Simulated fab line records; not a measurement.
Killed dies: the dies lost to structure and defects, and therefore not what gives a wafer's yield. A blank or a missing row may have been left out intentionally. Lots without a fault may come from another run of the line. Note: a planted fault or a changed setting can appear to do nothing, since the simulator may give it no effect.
Matching of chambers || flow nandHarc || NHARC_A_STAIRCASE_ETCH_230 on rieDiel-05 has 4 sister chambers
The step etches the open film in C4F8/O2, target depth 100 nm, time 40.5 s. 8 wafers are shown with their chamber, then 7 later ones without.

WAFERS, EACH WITH ITS CHAMBER
{"wafer": "L266.4", "chamber": 1, "rfVppV (V)": 899, "oesProductAu (a.u.)": 0.980}
{"wafer": "L265.2", "chamber": 2, "rfVppV (V)": 898, "oesProductAu (a.u.)": 0.969}
{"wafer": "L265.6", "chamber": 3, "rfVppV (V)": 890, "oesProductAu (a.u.)": 0.936}
{"wafer": "L271.1", "chamber": 1, "rfVppV (V)": 899, "oesProductAu (a.u.)": 0.957}
{"wafer": "L271.2", "chamber": 0, "rfVppV (V)": 890, "oesProductAu (a.u.)": 0.950}
{"wafer": "L271.4", "chamber": 2, "rfVppV (V)": 898, "oesProductAu (a.u.)": 0.971}
{"wafer": "L273.1", "chamber": 3, "rfVppV (V)": 890, "oesProductAu (a.u.)": 0.958}
{"wafer": "L273.2", "chamber": 0, "rfVppV (V)": 891, "oesProductAu (a.u.)": 0.950}

WAFERS MISSING THEIR CHAMBER
{"wafer": "L273.3", "rfVppV (V)": 900, "oesProductAu (a.u.)": 0.948}
{"wafer": "L287.1", "rfVppV (V)": 899, "oesProductAu (a.u.)": 0.939}
{"wafer": "L287.2", "rfVppV (V)": 897, "oesProductAu (a.u.)": 0.943}
{"wafer": "L287.3", "rfVppV (V)": 890, "oesProductAu (a.u.)": 0.936}
{"wafer": "L288.2", "rfVppV (V)": 897, "oesProductAu (a.u.)": 0.949}
{"wafer": "L288.3", "rfVppV (V)": 889, "oesProductAu (a.u.)": 0.928}
{"wafer": "L288.6", "rfVppV (V)": 890, "oesProductAu (a.u.)": 0.932}

WHICH CHAMBER EACH ONE RAN IN
{"wafer": "L273.3", "from the rows above": 1, "in truth": 1}
{"wafer": "L287.1", "from the rows above": "can't be placed: 1 or 2", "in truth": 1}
{"wafer": "L287.2", "from the rows above": 2, "in truth": 2}
{"wafer": "L287.3", "from the rows above": "can't be placed: 3 or 0", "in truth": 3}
{"wafer": "L288.2", "from the rows above": 2, "in truth": 2}
{"wafer": "L288.3", "from the rows above": "can't be placed: 3 or 0", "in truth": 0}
{"wafer": "L288.6", "from the rows above": "can't be placed: 3 or 0", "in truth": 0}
Correctly placed: 3 of 7. Can't be placed from these rows: 4 (the true chamber is among the candidates in 4). Number placed wrongly: 0.
How it was worked out, from the rows above alone: a wafer's distance from a chamber is the root of the sum, over the readings, of the square of ((its reading less the chamber's mean) divided by the reading's scatter). If the next closest chamber is less than 2 further off than the closest, the wafer can't be placed; otherwise it belongs to the closest. For every chamber, the mean is computed from those of its wafers that are shown. The scatter is the square root of a quotient: the sum, over the shown wafers, of each reading's squared deviation from its chamber's mean, divided by wafers minus chambers.
